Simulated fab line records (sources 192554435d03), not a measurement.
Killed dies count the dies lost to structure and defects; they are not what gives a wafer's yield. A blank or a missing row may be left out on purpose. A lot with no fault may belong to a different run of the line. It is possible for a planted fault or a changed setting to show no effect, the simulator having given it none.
A struck lot beside a sound one || flow n5Finfet || 20 steps out of a route of 1938
Sound: the wafers L555.1, L555.3, L555.5. Struck: wafer L572.6. (L572.3 of the same lot was not struck and is left out.) The cause comes at the end.
Order at every step that has rows: each side's tool, ch and its chambers, its first start. Under that, the readings that differ: sound wafers || struck wafers || difference of the means || sigmas: that difference in standard deviations of wafers without a fault.
alike: words and numbers the same on both sides, and readings whose means are apart by under 2 such deviations; not compared: readings that were withheld, readings missing a value for some wafer, numbers with overlapping values and no deviation given by the record, and bounds like >300 which may hide the same value.
Wherever a step has rows on one side only, a row that says differs or no value, or a row with sigmas, the two part there. When numbers do not overlap yet have no deviation, they are printed without sigmas and do not part them. A reading missing from all wafers of one side parts the sides only when that side holds two or more wafers.

N5_BEOL_M13_ETCH_67: etches SiARC in CF4, target depth 143 nm, time 238.3 s.
  sound on rieDiel-06 ch 1,2, day 11 19:38; struck on rieDiel-05 ch 2, day 16 14:28
  alike: cf4FlowSccm, drypumpMotorCurrentA, etchRfOnTimeS, mfcArSccm, oesProductAu, rfVppV, showerheadPlenumPTorr, throttleValvePct
  not compared: rfHoursCounterH
then, 2 steps without rows for these wafers: N5_BEOL_M13_ETCH_68 (etches SOC in N2/H2, time 355 s); N5_BEOL_M13_STRIP_69 (strips in N2/H2).
N5_BEOL_M13_TRENCH_ETCH_34: etches SiOC in C4F8/O2/Ar, target depth 413.47 nm, time 162.6 s.
  sound on rieDiel-06 ch 1,2, day 11 20:00; struck on rieDiel-05 ch 2, day 16 14:50
  alike: drypumpMotorCurrentA, mfcArSccm, oesProductAu, rfVppV, showerheadPlenumPTorr, throttleValvePct
  not compared: rfHoursCounterH
then, 1 step without rows for these wafers: N5_BEOL_M13_STRIP_70 (strips in C4F8/O2/Ar).
N5_BEOL_M13_OCD_MEAS_35:
  sound: ocd-01 at day 11 20:10; struck: ocd-01 at day 16 15:01
  alike: trenchDepthNm
then, 1 step without rows for these wafers: N5_BEOL_M13_STRIP_37 (strips in N2/H2).
N5_BEOL_M13_ETCH_38: etches SiCN in CF4/N2, target depth 67.5 nm, time 71.9 s.
  sound on rieDiel-06 ch 1,2, day 11 20:23; struck on rieDiel-05 ch 0, day 16 15:10
  alike: cf4FlowSccm, drypumpMotorCurrentA, mfcArSccm, oesProductAu, rfVppV, showerheadPlenumPTorr, throttleValvePct
  not compared: rfHoursCounterH
then, 3 steps without rows for these wafers: N5_BEOL_M13_PRECLEAN_39 (cleans in residue remover, time 60 s); N5_BEOL_M13_SRD_40 (time 30 s, dry time 30 s); N5_BEOL_M13_DEGAS_41 (time 60 s).
N5_BEOL_M13_PRE_CLEAN_42: time 30 s.
  sound: pvdSputter-03 at day 11 21:07; struck: pvdSputter-03 at day 16 15:24
  alike: heaterPowerW
N5_BEOL_M13_SPUTTER_43: material TaN, target thk 15 nm, time 24.19 s.
  sound: pvdSputter-03 at day 11 21:09; struck: pvdSputter-03 at day 16 15:26
{"reading": "model.TaN_of_BEOL_M13_SPUTTER_43.thkNm (nm)", "sound": "15.2 14.8 15.4", "struck": 19.8, "difference": "+4.7", "sigmas": ""}
  alike: throttleValvePct
then, 3 steps without rows for these wafers: N5_BEOL_M13_SPUTTER_44 (material Ta, target thk 10 nm, time 16.13 s); N5_BEOL_M13_SPUTTER_45 (material Cu, target thk 80 nm, time 13.33 s); N5_BEOL_M13_ECD_47 (material Cu, target thk 936 nm).
N5_BEOL_M13_ANNEAL_48: time 90 s.
  sound on rtpAnneal-01 ch 0, day 11 21:46; struck on rtpAnneal-01 ch 0, day 16 16:08
  alike: wafer_temp_C_max
N5_BEOL_M13_CMP_49: polishes, stops on SiOC, t overpolish 17.1 s, target thk 420 nm.
  sound on cmp-04 ch 0,2, day 11 22:03; struck on cmp-04 ch 3, day 16 16:26
{"reading": "barrierFieldEndpointS (s)", "sound": "31.1 30.1 30.3", "struck": 37.5, "difference": "+7.0", "sigmas": "+7"}
  alike: motorCurrentA, retainingRingPressureFrac, slurryFilterDpKPa
N5_BEOL_M13_THK_MEAS_50: measures by xrf.
  sound: filmMetro-01 at day 11 22:21; struck: filmMetro-02 at day 16 16:39
  alike: M13_THK
N5_PASSIVATION_PROBE_49:
  sound: prober-01 at day 13 04:39; struck: prober-01 at day 17 20:20
{"reading": "killedOnRim", "sound": "14 5 7", "struck": 17, "difference": "+8", "sigmas": "+2"}
{"reading": "sort_bin_4_leakage (%)", "sound": "0 0 0.17", "struck": 0, "difference": "+0", "sigmas": -2}
  alike: defectLimitedYield, killed_at_M0_to_M3, killed_at_M4_up, killedAtContacts, killedAtFrontEnd, killedAtOther, killedDies, killedOpen, killedShort, sort_bin_5_function, sort_bin_6_memory, sortNPass, sortYieldPct

== WHERE THEY PART ==
Earliest at N5_BEOL_M13_CMP_49; latest, in this record, at N5_PASSIVATION_PROBE_49.

WHY: what had been put in by the simulator
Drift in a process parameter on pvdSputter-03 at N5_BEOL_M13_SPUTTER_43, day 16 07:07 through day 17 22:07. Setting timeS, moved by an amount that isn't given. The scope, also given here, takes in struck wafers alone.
